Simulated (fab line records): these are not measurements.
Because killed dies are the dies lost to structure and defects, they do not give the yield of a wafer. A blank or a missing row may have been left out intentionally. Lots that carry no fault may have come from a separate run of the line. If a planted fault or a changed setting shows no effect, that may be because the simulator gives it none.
Matching of chambers / flow n5 finfet / N5_BEOL_M0_SAQP_SPACER1_ALD_98 on ald sin-03 has 4 sister chambers
The step deposits SiO2, target thk 12.8 nm, pulse time 1 s, purge time 2 s. 4 wafers are shown with their chamber, then 8 later ones without.

EACH WAFER AND ITS CHAMBER
wafer=L087.1; chamber=2; heater power w (W)=440
wafer=L087.2; chamber=3; heater power w (W)=523
wafer=L087.3; chamber=0; heater power w (W)=456
wafer=L089.1; chamber=1; heater power w (W)=519

WAFERS MISSING THEIR CHAMBER
wafer=L089.3; heater power w (W)=458
wafer=L089.6; heater power w (W)=457
wafer=L093.3; heater power w (W)=517
wafer=L093.4; heater power w (W)=453
wafer=L093.6; heater power w (W)=510
wafer=L094.1; heater power w (W)=524
wafer=L094.4; heater power w (W)=438
wafer=L094.6; heater power w (W)=429

WHICH CHAMBER EACH ONE RAN IN
wafer=L089.3; from the rows above=0; in truth=0
wafer=L089.6; from the rows above=0; in truth=0
wafer=L093.3; from the rows above=can't be placed: 1 or 3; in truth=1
wafer=L093.4; from the rows above=can't be placed: 0 or 2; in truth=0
wafer=L093.6; from the rows above=can't be placed: 1 or 3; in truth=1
wafer=L094.1; from the rows above=can't be placed: 3 or 1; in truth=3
wafer=L094.4; from the rows above=2; in truth=2
wafer=L094.6; from the rows above=2; in truth=2
4 of 8 placed correctly. Can't be placed from these rows: 4 (the true chamber is among the candidates in 4). Placed wrongly: 0.
How it was worked out, from the rows above alone: a wafer's distance from a chamber is the root of the sum, over the readings, of the square of ((its reading less the chamber's mean) divided by the reading's scatter). If the next closest chamber is less than 2 further off than the closest, the wafer can't be placed; otherwise it belongs to the closest. A chamber's mean is the mean of its shown wafers. The scatter (one wafer shown for each chamber): square how far every hidden wafer sits from the nearest shown wafer, average those squares and take the square root.
